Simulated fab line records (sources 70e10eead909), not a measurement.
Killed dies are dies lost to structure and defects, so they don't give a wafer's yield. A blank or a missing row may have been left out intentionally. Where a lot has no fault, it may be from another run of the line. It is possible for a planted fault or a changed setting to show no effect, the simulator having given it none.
Shared-tool check | flow nandHarc | 13 lots, 39 wafers sampled

REASON IT WAS OPENED
At NHARC_P_CONTACT_CD_MEAS_12 the reading cdNm is flagged on 1 of 13 lots. Wafers without a fault read 90.2 nm, standard deviation 0.62.
Rule: a lot gets a flag if all its wafers with a number sit over 4 standard deviations from that mean, or if no wafer of it has a number. The other lots count as sound.

lot  | measured     | on       | cdNm (nm), wafer by wafer | flag
L305 | day 6 02:37  | cdSem-01 | 90.0 89.6 90.4            | 
L307 | day 6 18:53  | cdSem-03 | 89.0 89.9 89.2            | 
L306 | day 6 19:17  | cdSem-02 | 89.7 89.6 90.5            | 
L308 | day 7 06:58  | cdSem-01 | 90.5 90.9 90.1            | 
L309 | day 7 11:29  | cdSem-02 | 90.1 90.0 88.9            | 
L310 | day 7 18:19  | cdSem-03 | 97.1 96.2 96.4            | FLAGGED
L311 | day 8 07:37  | cdSem-02 | 89.8 90.5 91.6            | 
L318 | day 11 02:25 | cdSem-03 | 89.8 89.7 90.4            | 
L320 | day 11 21:31 | cdSem-02 | 90.6 90.7 90.0            | 
L324 | day 13 15:37 | cdSem-02 | 89.7 89.3 91.0            | 
L326 | day 14 15:26 | cdSem-03 | 90.1 90.5 90.7            | 
L327 | day 15 11:50 | cdSem-03 | 90.8 91.1 90.8            | 
L328 | day 15 13:48 | cdSem-01 | 90.9 91.0 90.3            | 
Average over the flagged lots: 96.6 nm; offset from the usual +6.4 nm, equal to +10 standard deviations.

WHICH TOOL RAN EACH LOT
The record holds 1 process step before the reading, out of a route of 1302 steps. Each cell gives the tool, then ch followed by the chambers the sampled wafers passed through, then the start.
lot  | flag    | NHARC_P_CONTACT_EXPOSE_09
L305 |         | arfiScanner-02 ch 0, day 6 02:28
L307 |         | arfiScanner-03 ch 0, day 6 18:45
L306 |         | arfiScanner-01 ch 0, day 6 19:09
L308 |         | arfiScanner-03 ch 0, day 7 06:49
L309 |         | arfiScanner-02 ch 0, day 7 11:21
L310 | FLAGGED | arfiScanner-01 ch 0, day 7 18:10
L311 |         | arfiScanner-02 ch 0, day 8 07:29
L318 |         | arfiScanner-01 ch 0, day 11 02:17
L320 |         | arfiScanner-02 ch 0, day 11 21:23
L324 |         | arfiScanner-02 ch 0, day 13 15:28
L326 |         | arfiScanner-01 ch 0, day 14 15:18
L327 |         | arfiScanner-02 ch 0, day 15 11:41
L328 |         | arfiScanner-03 ch 0, day 15 13:40
What these steps do:
- NHARC_P_CONTACT_EXPOSE_09: exposes mask P CA, target cd 90 nm.
- NHARC_P_CONTACT_CD_MEAS_12: target cd 90 nm.

FLAGGED OVER TOTAL, TOOL BY TOOL (the gauges that took the reading come last)
step                       | tool           | lots run | flagged | share of the flagged lots | sound lots run after its first flagged lot
NHARC_P_CONTACT_EXPOSE_09  | arfiScanner-01 | 4        | 1       | all                       | 2 (L318,L326)
NHARC_P_CONTACT_EXPOSE_09  | arfiScanner-02 | 6        | 0       | none                      | -
NHARC_P_CONTACT_EXPOSE_09  | arfiScanner-03 | 3        | 0       | none                      | -
NHARC_P_CONTACT_CD_MEAS_12 | cdSem-01       | 3        | 0       | none                      | -
NHARC_P_CONTACT_CD_MEAS_12 | cdSem-02       | 5        | 0       | none                      | -
NHARC_P_CONTACT_CD_MEAS_12 | cdSem-03       | 5        | 1       | all                       | 3 (L318,L326,L327)

WHAT THE TABLE ALLOWS
2 rows of the table ran every flagged lot: arfiScanner-01 at NHARC_P_CONTACT_EXPOSE_09, cdSem-03 at NHARC_P_CONTACT_CD_MEAS_12.
- arfiScanner-01 at NHARC_P_CONTACT_EXPOSE_09 ran 4 lots, 1 of them flagged. Sound lots followed the first flagged one (L318, L326) on it, something a lasting fault affecting the whole tool could not allow.
- cdSem-03 at NHARC_P_CONTACT_CD_MEAS_12 ran 5 lots, 1 of them flagged. Sound lots followed the first flagged one (L318, L326, L327) on it, something a lasting fault affecting the whole tool could not allow.
No row of the table ran every flagged lot and no sound lot after the first.

WHAT THE SIMULATOR HAD PUT IN
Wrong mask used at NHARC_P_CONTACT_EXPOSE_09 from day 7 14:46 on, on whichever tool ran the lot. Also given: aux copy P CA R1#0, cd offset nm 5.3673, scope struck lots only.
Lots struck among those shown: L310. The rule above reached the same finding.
